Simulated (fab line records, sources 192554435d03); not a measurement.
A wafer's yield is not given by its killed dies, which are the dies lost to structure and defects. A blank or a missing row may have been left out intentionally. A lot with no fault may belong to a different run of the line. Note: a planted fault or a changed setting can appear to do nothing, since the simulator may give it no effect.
Matching of chambers | flow n5-finfet | N5_BEOL_M8_STRIP_36 on rie-diel-05 has 4 sister chambers
The step strips in N2/H2. 4 wafers are shown with their chamber, then 7 later ones without.

## WAFERS PAIRED WITH THEIR CHAMBERS
wafer  | chamber | showerhead-plenum-p-Torr (Torr)
L082.2 | 1       | 2.41
L087.1 | 3       | 2.69
L089.3 | 2       | 2.62
L089.4 | 0       | 2.56

## WAFERS WITHOUT THEIR CHAMBER
wafer  | showerhead-plenum-p-Torr (Torr)
L089.5 | 2.69
L093.1 | 2.55
L093.2 | 2.69
L093.3 | 2.61
L096.1 | 2.68
L096.2 | 2.61
L096.4 | 2.55

## EACH ONE'S CHAMBER
wafer  | from the rows above | in truth
L089.5 | 3                   | 3
L093.1 | 0                   | 0
L093.2 | 3                   | 3
L093.3 | 2                   | 2
L096.1 | 3                   | 3
L096.2 | 2                   | 2
L096.4 | 0                   | 0
Correctly placed: 7 of 7. Can't be placed from these rows: 0. 0 placed wrongly.
How it was worked out, from the rows above alone: a wafer's distance from a chamber is the root of the sum, over the readings, of the square of ((its reading less the chamber's mean) divided by the reading's scatter). If the next closest chamber is less than 2 further off than the closest, the wafer can't be placed; otherwise it belongs to the closest. A chamber's mean is the mean of its shown wafers. The scatter: root of mean squared gap, hidden wafer to nearest shown wafer, with one shown wafer a chamber.
